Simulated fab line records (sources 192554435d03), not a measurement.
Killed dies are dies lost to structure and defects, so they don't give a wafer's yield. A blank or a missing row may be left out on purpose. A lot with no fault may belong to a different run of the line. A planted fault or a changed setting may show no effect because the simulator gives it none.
fab line records -- flow n5Finfet
[record] lots = 6, wafers = 17, lastDay = 16
route steps=1938 shown DUMMY_GATE@234 BEOL_M4@1111
lots with no fault: from the same line, run without faults
startH: hours from the record's first day to the start of the lot's first wafer shown -- waitH: how many hours have passed since the lot's step before this one -- " as in the row above -- L1.1+2: a single row standing in for several wafers -- - no value, or no start given -- * or withheld: withheld -- < > ~ a bound
route shown NAME@n: names a module that has steps shown in the file, with the first one's number in the route -- usual: mean and standard deviation over wafers with no fault -- same: alike in all rows -- chamber/n: place in a boat -- sites: the reading at each site -- _std_site: their standard deviation -- _edge_site: inner sites' mean taken away from outer sites' mean -- radiusMm: for every site, how far away it sits from the centre of the wafer -- mask NAME#n: copy n -- behind: the last tool/chamber to shape the wafer -- hold: cause of the lot's hold/its duration in hours/its outcome -- device: names the non-switching transistor (n, p or np) -- end of line: tests run on the same wafers once the route is complete -- where a step has no rows: the recipe by itself -- killed: dies lost to structure and defects at the first sort, not the wafer's yield -- map: dies across one wafer; x = killed, . = not, _ = none there
set.NAME: the setting that was run; set.NAME@STEP: the one run at that earlier step -- model.NAME: the simulator's own value behind a step, which no gauge read
lots at some steps of the route; a table a step, a row a wafer
services: when a tool's chamber went out of use (startH, in hours from the record's first day, below 0 if earlier), for how many hours, and the reason
[[steps]]
[step N5_DUMMY_GATE_DESCUM_20]
[recipe] chemistry = O2, timeS = 6.2, sourcePowerW = 50, biasPowerW = 20, pressureMtorr = 20, rfFrequencyHz = 2.712e+07, tempC = 40, resist = CAR-EUV, o2FlowSccm = 225
[step N5_DUMMY_GATE_ETCH_29]
[recipe] chemistry = N2/H2, target = underlayer, targetDepthA = 130, ionEnergyEv = 200, pressureMtorr = 30, sourceW = 840, biasW = 150, n2FlowSccm = 200, h2FlowSccm = 200
[step N5_DUMMY_GATE_ETCH_36]
[recipe] chemistry = CF4, target = SiARC, targetDepthA = 130, pressureMtorr = 40, sourceW = 545, biasW = 36, Ar_flow_sccm = 100, cf4FlowSccm = 100, ionEnergyEv = 80
[usual] cf4FlowSccm = 100.0/0.31, drypumpMotorCurrentA = 6.0/0.52, oesProductAu = 0.79/0.086, rfFwdPowerW = 539.5/2.5, rfVppV = 184.0/1.2, showerheadPlenumPTorr = 2.14/0.065, throttleValvePct = 15.54/0.23
lot.wafer,tool,chamber,startH,waitH,cf4FlowSccm,drypumpMotorCurrentA,oesProductAu,rfFwdPowerW,rfHoursCounterH,rfVppV,showerheadPlenumPTorr,throttleValvePct
L926.1,rieDiel-01,3,81.58,0.0,99.7,6.2,0.75,541.8,150,183.6,2.13,15.28
L926.4,rieDiel-01,1,81.58,0.0,100.3,6.3,0.93,537.1,12,185.7,2.19,15.58
L926.5,rieDiel-01,0,81.58,0.0,99.4,5.1,0.96,540.4,-,183.3,2.10,15.14
L927.2,rieDiel-02,2,87.16,0.0,100.4,6.2,0.68,540.4,245,182.8,2.03,15.82
L927.3,rieDiel-02,3,87.16,0.0,100.2,6.0,0.73,542.5,143,184.0,2.15,15.93
L927.6,rieDiel-02,1,87.16,0.0,100.5,5.3,0.77,543.0,-,183.4,2.15,15.55
L929.2,rieDiel-01,0,103.92,0.0,99.8,5.1,0.93,539.0,12,184.4,2.10,15.17
L929.5,rieDiel-01,3,103.92,0.0,100.0,6.3,0.75,540.5,-,184.3,2.13,15.30
L929.6,rieDiel-01,0,103.92,0.0,100.0,5.1,0.93,541.2,-,183.5,2.10,15.16
L930.3,rieDiel-04,2,110.66,0.0,99.8,5.7,0.73,534.4,144,181.7,2.06,15.47
L930.5,rieDiel-04,1,110.66,0.0,99.9,5.0,0.94,541.3,-,184.6,2.19,15.45
L938.1,rieDiel-01,1,155.82,0.0,100.0,6.4,0.87,537.9,35,185.3,2.18,15.61
L938.3,rieDiel-01,0,155.82,0.0,99.8,5.1,0.91,542.2,28,183.4,2.09,15.18
L938.6,rieDiel-01,3,155.82,0.0,100.0,6.3,0.74,542.3,-,185.2,2.12,15.34
L940.4,rieDiel-02,0,167.27,0.0,99.7,5.6,0.68,538.0,-,186.0,2.17,15.86
L940.5,rieDiel-02,2,167.27,0.0,100.0,6.2,0.92,539.9,-,185.6,2.28,15.39
L940.6,rieDiel-02,3,167.27,0.0,99.7,6.0,0.71,543.1,-,185.0,2.14,15.98
[step N5_DUMMY_GATE_ETCH_37]
[recipe] chemistry = N2/H2, target = SOC, targetDepthA = 600, overetchA = 300, tempC = 40, ionEnergyEv = 200, pressureMtorr = 30, sourceW = 840, biasW = 150, n2FlowSccm = 200, h2FlowSccm = 200
[step N5_DUMMY_GATE_STRIP_38]
[recipe] chemistry = N2/H2, tempC = 40, n2FlowSccm = 200, h2FlowSccm = 200, rfFrequencyHz = 6e+07
[step N5_DUMMY_GATE_STRIP_39]
[recipe] chemistry = N2/H2, tempC = 40, n2FlowSccm = 200, h2FlowSccm = 200, rfFrequencyHz = 6e+07
[step N5_DUMMY_GATE_TRIM_49]
[recipe] chemistry = O2, resist = SOC, timeS = 29, targetCdNm = 14, sourcePowerW = 300, biasPowerW = 0, O2_flow_sccm = 100, tempC = 20
[usual] drypumpMotorCurrentA = 5.6/0.46, oesProductAu = 1.002/0.019, rfFwdPowerW = 298.1/0.98, throttleValvePct = 8.15/0.16
lot.wafer,tool,chamber,startH,waitH,drypumpMotorCurrentA,oesProductAu,rfFwdPowerW,rfHoursCounterH,throttleValvePct
L926.1,rieSi-02,3,81.70,0.0,5.6,0.998,298.2,163,8.31
L926.4,rieSi-02,2,81.70,0.0,5.3,1.005,299.2,-,8.15
L926.5,rieSi-02,1,81.70,0.0,5.4,0.973,297.6,-,7.96
L927.2,rieSi-04,2,87.28,0.0,6.2,1.016,298.4,121,8.37
L927.3,rieSi-04,1,87.28,0.0,6.0,1.017,297.3,58,7.97
L927.6,rieSi-04,1,87.28,0.0,6.1,1.020,297.3,-,7.98
L929.2,rieSi-04,0,104.04,0.0,6.4,1.008,299.4,46,8.06
L929.5,rieSi-04,0,104.04,0.0,6.3,1.008,298.7,-,8.06
L929.6,rieSi-04,3,104.04,0.0,5.7,0.993,296.3,-,8.14
L930.3,rieSi-04,3,110.78,0.0,5.7,0.997,298.4,167,8.16
L930.5,rieSi-04,2,110.78,0.0,6.2,1.020,298.5,-,8.40
L938.1,rieSi-04,0,155.94,0.0,6.4,1.004,298.1,47,8.07
L938.3,rieSi-04,2,155.94,0.0,6.2,1.016,298.1,123,8.37
L938.6,rieSi-04,2,155.94,0.0,6.3,1.022,299.1,-,8.38
L940.4,rieSi-04,0,167.37,0.0,6.4,1.016,298.1,47,8.06
L940.5,rieSi-04,3,167.37,0.0,5.7,0.992,297.0,-,8.15
L940.6,rieSi-04,2,167.37,0.0,6.2,1.010,299.4,-,8.35
[step N5_DUMMY_GATE_STRIP_40]
[recipe] chemistry = CF4, resist = SiARC, powerW = 300, biasPowerW = 75, pressureMtorr = 50, cf4FlowSccm = 150, rfFrequencyHz = 6e+07
[usual] cf4FlowSccm = 150.0/0.48, drypumpMotorCurrentA = 5.9/0.57, oesProductAu = 0.80/0.078, rfFwdPowerW = 292.5/0.95, rfVppV = 271.1/1.6, showerheadPlenumPTorr = 1.79/0.044, throttleValvePct = 13.49/0.21
lot.wafer,tool,chamber,startH,waitH,cf4FlowSccm,drypumpMotorCurrentA,oesProductAu,rfFwdPowerW,rfHoursCounterH,rfVppV,showerheadPlenumPTorr,throttleValvePct
L926.1,rieDiel-04,3,81.80,0.1,150.4,6.6,0.82,290.7,101,268.6,1.76,13.40
L926.4,rieDiel-04,1,81.80,0.1,149.3,5.0,0.95,292.7,2,270.5,1.83,13.32
L926.5,rieDiel-04,0,81.80,0.1,150.5,6.1,0.76,292.2,-,272.7,1.87,13.62
L927.2,rieDiel-04,1,87.39,0.1,150.1,5.0,0.94,293.6,3,272.3,1.83,13.33
L927.3,rieDiel-04,3,87.39,0.1,148.8,6.7,0.81,292.7,102,270.6,1.76,13.41
L927.6,rieDiel-04,2,87.39,0.1,150.1,5.7,0.76,292.2,-,268.8,1.74,13.44
L929.2,rieDiel-02,3,104.14,0.1,150.5,6.0,0.73,293.9,149,271.1,1.81,13.92
L929.5,rieDiel-02,0,104.14,0.1,150.0,5.6,0.70,292.3,-,271.7,1.81,13.78
L929.6,rieDiel-02,3,104.14,0.1,149.3,6.0,0.74,292.2,-,270.7,1.81,13.92
L930.3,rieDiel-04,3,111.05,0.2,150.5,6.6,0.82,291.1,109,269.9,1.76,13.43
L930.5,rieDiel-04,1,111.05,0.2,150.2,5.0,0.91,291.8,-,273.0,1.82,13.35
L938.1,rieDiel-04,2,156.04,0.1,151.0,5.7,0.74,291.6,161,269.7,1.73,13.53
L938.3,rieDiel-04,3,156.04,0.1,149.7,6.7,0.80,291.9,126,271.5,1.76,13.45
L938.6,rieDiel-04,3,156.04,0.1,150.0,6.7,0.79,291.9,-,269.1,1.76,13.45
L940.4,rieDiel-01,2,167.48,0.1,149.3,6.8,0.77,293.3,-,268.9,1.75,13.34
L940.5,rieDiel-01,0,167.48,0.1,149.5,5.1,0.87,294.6,-,270.0,1.76,13.19
L940.6,rieDiel-01,1,167.48,0.1,149.9,6.3,0.87,291.9,-,272.0,1.81,13.48
[step N5_DUMMY_GATE_CD_MEAS_50]
[recipe] targetCdNm = 14
[usual] cdNm = 13.8/0.46
lot.wafer,tool,chamber,startH,waitH,cdNm
L926.1,cdSem-01,-,81.85,0.0,13.2
L926.4,cdSem-01,-,81.85,0.0,13.8
L926.5,cdSem-01,-,81.85,0.0,13.7
L927.2,cdSem-02,-,87.44,0.0,13.5
L927.3,cdSem-02,-,87.44,0.0,13.5
L927.6,cdSem-02,-,87.44,0.0,13.5
L929.2,cdSem-02,-,104.19,0.0,14.2
L929.5,cdSem-02,-,104.19,0.0,14.4
L929.6,cdSem-02,-,104.19,0.0,13.7
L930.3,cdSem-03,-,111.10,0.0,13.8
L930.5,cdSem-03,-,111.10,0.0,13.4
L938.1,cdSem-02,-,156.09,0.0,14.3
L938.3,cdSem-02,-,156.09,0.0,13.8
L938.6,cdSem-02,-,156.09,0.0,13.9
L940.4,cdSem-03,-,167.53,0.0,14.3
L940.5,cdSem-03,-,167.53,0.0,13.6
L940.6,cdSem-03,-,167.53,0.0,13.9
[step N5_DUMMY_GATE_ETCH_31]
[recipe] chemistry = C4F6/O2, target = SiO2, maskMaterial = SOC, targetDepthA = 825, timeS = 27.5, ionEnergyEv = 250, pressureMtorr = 30, sourceW = 345, biasW = 185, Ar_flow_sccm = 300, C4F6_flow_sccm = 10, O2_flow_sccm = 10
[step N5_DUMMY_GATE_STRIP_41]
[recipe] chemistry = O2, powerW = 400, tempC = 40, pressureMtorr = 30, rfFrequencyHz = 6e+07, biasPowerW = 0, overashFraction = 0.3, o2FlowSccm = 225
[step N5_DUMMY_GATE_HM_OPEN_21]
[recipe] chemistry = CH3F/O2, target = SiNx, targetDepthA = 1200, Ar_flow_sccm = 150, CH3F_flow_sccm = 30, O2_flow_sccm = 23, timeS = 171.4, pressureMtorr = 30, sourceW = 395, biasW = 73, ionEnergyEv = 120.7
[usual] drypumpMotorCurrentA = 6.0/0.54, oesProductAu = 0.79/0.083, rfFwdPowerW = 394.0/1.3, rfVppV = 298/8.9, showerheadPlenumPTorr = 2.02/0.066, throttleValvePct = 16.36/0.26
lot.wafer,tool,chamber,startH,waitH,drypumpMotorCurrentA,oesProductAu,rfFwdPowerW,rfHoursCounterH,rfVppV,showerheadPlenumPTorr,throttleValvePct
L926.1,rieDiel-02,0,81.99,0.0,5.6,0.70,393.2,217,284,2.07,16.73
L926.4,rieDiel-02,3,81.99,0.0,6.0,0.72,396.3,142,305,2.02,16.73
L926.5,rieDiel-02,3,81.99,0.0,6.0,0.74,394.5,-,307,2.02,16.73
L927.2,rieDiel-04,1,87.57,0.0,5.0,0.96,395.1,3,292,2.08,16.36
L927.3,rieDiel-04,0,87.57,0.0,6.1,0.75,395.3,152,320,2.10,16.50
L927.6,rieDiel-04,2,87.57,0.0,5.7,0.74,395.2,-,302,1.93,16.23
L929.2,rieDiel-01,1,104.33,0.0,6.4,0.90,393.1,18,286,2.08,16.54
L929.5,rieDiel-01,1,104.33,0.0,6.3,0.90,393.0,-,284,2.08,16.54
L929.6,rieDiel-01,0,104.33,0.0,5.1,0.93,394.3,-,303,1.97,15.97
L930.3,rieDiel-02,0,111.23,0.0,5.6,0.69,394.1,227,283,2.07,16.74
L930.5,rieDiel-02,1,111.23,0.0,5.3,0.77,395.2,-,299,2.02,16.39
L938.1,rieDiel-02,0,156.22,0.0,5.6,0.68,394.4,243,283,2.07,16.75
L938.3,rieDiel-02,2,156.22,0.0,6.2,0.93,393.1,10,292,2.15,16.19
L938.6,rieDiel-02,0,156.22,0.0,5.6,0.68,392.7,-,283,2.07,16.77
L940.4,rieDiel-01,1,167.72,0.1,6.3,0.88,392.5,-,284,2.07,16.59
L940.5,rieDiel-01,0,167.72,0.1,5.1,0.90,393.4,-,303,1.96,16.01
L940.6,rieDiel-01,2,167.72,0.1,6.8,0.79,394.7,-,301,1.94,16.03
[step N5_DUMMY_GATE_ETCH_32]
[recipe] chemistry = CF4, target = SiO2, targetDepthA = 35, timeS = 3.9, ionEnergyEv = 350, pressureMtorr = 10, icpW = 800, biasW = 400, cf4FlowSccm = 80
[usual] cf4FlowSccm = 80.02/0.22, drypumpMotorCurrentA = 5.5/0.5, oesProductAu = 0.997/0.021, rfFwdPowerW = 788/3.9, throttleValvePct = 21.7/0.34
lot.wafer,tool,chamber,startH,waitH,cf4FlowSccm,drypumpMotorCurrentA,oesProductAu,rfFwdPowerW,rfHoursCounterH,throttleValvePct,model.etch.depthNm
L926.1,rieSi-04,0,82.15,0.1,79.82,6.4,0.988,784,45,21.7,3.41
L926.4,rieSi-04,1,82.15,0.1,79.78,6.0,1.007,788,58,21.5,3.439
L926.5,rieSi-04,3,82.15,0.1,80.46,5.6,0.967,783,-,21.6,3.277
L927.2,rieSi-06,3,87.73,0.1,80.27,4.8,1.014,792,71,22.2,3.406
L927.3,rieSi-06,0,87.73,0.1,80.07,5.4,1.009,778,130,21.2,3.478
L927.6,rieSi-06,2,87.73,0.1,80.02,4.9,1.027,790,-,21.7,3.618
L929.2,rieSi-06,3,104.49,0.1,80.41,4.8,1.016,793,71,22.2,3.434
L929.5,rieSi-06,3,104.49,0.1,80.15,4.8,1.014,793,-,22.2,3.802
L929.6,rieSi-06,0,104.49,0.1,80.17,5.4,1.002,783,-,21.2,3.488
L930.3,rieSi-06,2,111.39,0.1,80.18,4.8,1.015,790,1,21.7,3.601
L930.5,rieSi-06,3,111.39,0.1,80.10,4.8,1.004,791,-,22.2,3.791
L938.1,rieSi-04,2,156.38,0.1,79.64,6.2,1.032,793,123,22.2,3.572
L938.3,rieSi-04,3,156.38,0.1,79.85,5.7,0.968,786,168,21.6,3.258
L938.6,rieSi-04,1,156.38,0.1,80.16,6.0,1.002,787,-,21.4,3.404
L940.4,rieSi-02,1,167.81,0.0,80.00,5.4,0.958,785,39,21.4,3.32
L940.5,rieSi-02,0,167.81,0.0,80.21,5.4,0.969,786,-,21.4,3.324
L940.6,rieSi-02,3,167.81,0.0,79.77,5.6,0.983,791,-,21.9,3.401
[step N5_DUMMY_GATE_ETCH_23]
[recipe] chemistry = HBr/Cl2/O2, HBr_flow_sccm = 150, Cl2_flow_sccm = 80, O2_flow_sccm = 12, biasW = 102, targetDepthA = 410, timeS = 22.3, target = poly-Si, maskMaterial = SiO2, pressureMtorr = 10, icpW = 800
[usual] drypumpMotorCurrentA = 5.5/0.5, mfcCl2Sccm = 79.97/0.22, oesProductAu = 1.001/0.017, rfFwdPowerW = 793/3.4, throttleValvePct = 37.1/0.47
lot.wafer,tool,chamber,startH,waitH,drypumpMotorCurrentA,mfcCl2Sccm,oesProductAu,rfFwdPowerW,rfHoursCounterH,throttleValvePct
L926.1,rieSi-04,0,82.18,0.0,6.4,79.73,1.000,792,45,37.4
L926.4,rieSi-04,1,82.18,0.0,6.1,79.93,1.020,790,58,36.2
L926.5,rieSi-04,3,82.18,0.0,5.6,79.83,0.992,796,-,36.9
L927.2,rieSi-06,3,87.76,0.0,4.8,79.75,1.034,792,71,37.6
L927.3,rieSi-06,0,87.76,0.0,5.4,79.85,1.017,791,130,36.7
L927.6,rieSi-06,2,87.76,0.0,4.9,80.11,1.010,790,-,36.9
L929.2,rieSi-06,3,104.52,0.0,4.8,79.89,1.018,793,71,37.6
L929.5,rieSi-06,3,104.52,0.0,4.8,79.95,1.018,793,-,37.6
L929.6,rieSi-06,0,104.52,0.0,5.5,79.60,1.013,788,-,36.7
L930.3,rieSi-06,2,111.42,0.0,4.8,79.65,1.012,794,1,36.9
L930.5,rieSi-06,3,111.42,0.0,4.8,79.94,1.016,799,-,37.6
L938.1,rieSi-04,2,156.41,0.0,6.2,79.54,1.021,795,123,37.7
L938.3,rieSi-04,3,156.41,0.0,5.7,80.13,0.980,787,168,36.9
L938.6,rieSi-04,1,156.41,0.0,6.1,80.10,1.010,793,-,36.2
L940.4,rieSi-02,1,167.85,0.0,5.4,80.33,0.966,793,39,37.3
L940.5,rieSi-02,0,167.85,0.0,5.3,79.73,0.990,794,-,36.3
L940.6,rieSi-02,3,167.85,0.0,5.6,80.35,0.988,796,-,37.3
[step N5_BEOL_M4_RC_MEAS_101]
[usual] DIBL_N = 36.9/2.1, DIBL_P = 37.1/2.5, IOFF_N = 0.17/0.039, IOFF_P = 0.23/0.043, ION_N = 673/15, ION_P = 462/9.1, SS_N = 71.8/0.69, SS_P = 73.6/0.74, VT_N = 250/3.6, VT_P = -249.7/2.9
lot.wafer,tool,chamber,startH,waitH,DIBL_N[mV/V],DIBL_P[mV/V],IOFF_N[nA/um],IOFF_P[nA/um],ION_N[uA/um],ION_P[uA/um],SS_N[mV/dec],SS_P[mV/dec],VT_N[mV],VT_P[mV]
L926.1,prober-01,0,198.18,0.0,39.4,40.2,0.21,0.28,685,467,72.0,73.8,248,-244.5
L926.4,prober-01,0,198.18,0.0,36.6,37.0,0.14,0.22,651,444,71.7,72.9,253,-250.8
L926.5,prober-01,0,198.18,0.0,38.8,39.3,0.19,0.26,667,462,71.9,73.0,249,-246.6
L927.2,prober-02,0,205.53,0.2,39.2,38.0,0.18,0.25,682,468,72.1,74.3,248,-247.4
L927.3,prober-02,0,205.53,0.2,39.5,38.7,0.19,0.27,658,455,72.3,73.8,249,-248.0
L927.6,prober-02,0,205.53,0.2,38.4,36.9,0.16,0.23,674,465,71.6,73.3,249,-250.0
L929.2,prober-01,0,224.87,0.2,36.7,35.3,0.14,0.21,675,467,71.2,73.8,256,-251.4
L929.5,prober-01,0,224.87,0.2,39.5,38.2,0.20,0.27,696,471,72.7,74.0,248,-247.0
L929.6,prober-01,0,224.87,0.2,38.9,37.7,0.18,0.25,657,451,72.2,74.4,250,-247.9
L930.3,prober-02,0,230.44,0.3,38.0,35.9,0.20,0.23,667,459,72.6,73.9,250,-248.9
L930.5,prober-02,0,230.44,0.3,37.6,38.5,0.20,0.27,691,482,71.9,73.8,245,-248.6
L938.1,prober-01,0,279.40,0.0,34.8,34.5,0.13,0.16,670,456,71.0,72.6,255,-254.5
L938.3,prober-01,0,279.40,0.0,34.7,35.2,0.12,0.17,648,450,71.9,73.1,256,-254.4
L938.6,prober-01,0,279.40,0.0,35.3,34.9,0.13,0.16,640,442,71.6,72.8,256,-255.4
L940.4,prober-02,0,284.32,0.5,34.1,34.3,0.13,0.19,661,460,71.3,72.4,254,-252.5
L940.5,prober-02,0,284.32,0.5,36.7,37.7,0.18,0.23,694,476,71.5,73.7,246,-250.5
L940.6,prober-02,0,284.32,0.5,35.0,35.4,0.15,0.20,682,471,70.8,74.0,251,-250.0
[[services]]
tool,chamber,startH,hours,kind
rieDiel-02,3,63.87,10.9,repair
rieSi-04,3,64.17,4.2,repair
rieSi-02,0,66.27,-,clean
rieSi-02,0,66.27,25.5,scheduledDown
rieSi-02,0,66.27,25.5,ventCycle
rieDiel-02,3,75.88,2.6,repair
rieSi-02,-,83.82,28.1,pm
rieDiel-02,2,102.90,-,clean
rieDiel-02,2,102.90,-,consumableReplace:focusRing
rieDiel-02,2,102.90,-,consumableReplace:showerhead
rieDiel-02,2,102.90,25.0,scheduledDown
rieDiel-02,2,102.90,25.0,ventCycle
rieSi-06,1,103.48,8.0,repair
rieDiel-04,2,114.20,1.9,repair
rieSi-02,3,124.63,12.3,repair
rieDiel-04,-,131.63,0.8,repair
rieDiel-04,0,132.51,11.9,repair
rieSi-02,-,145.78,2.8,pm
rieSi-06,1,146.47,8.6,repair
rieDiel-02,1,156.55,15.9,repair
rieSi-06,0,160.43,9.1,repair
rieDiel-01,3,165.35,3.0,repair
[[key]]
firstSign none at tools or gauges
[modelEffect] step = N5_DUMMY_GATE_ETCH_32, value = etch.depthNm, without = 3.41, struck = 3.796
metAt N5_DUMMY_GATE_ETCH_32
struckWafers L929.5,L930.5
onsetBetween 87.73 104.49
[fault] kind = processParameterDrift, tool = rieSi-06, chamber = -, onsetH = 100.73, steps = N5_DUMMY_GATE_ETCH_32, channel = timeS, offset = *, shape = step, endH = 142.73, scope = struckWafersOnly, actsIn = *, stated = *
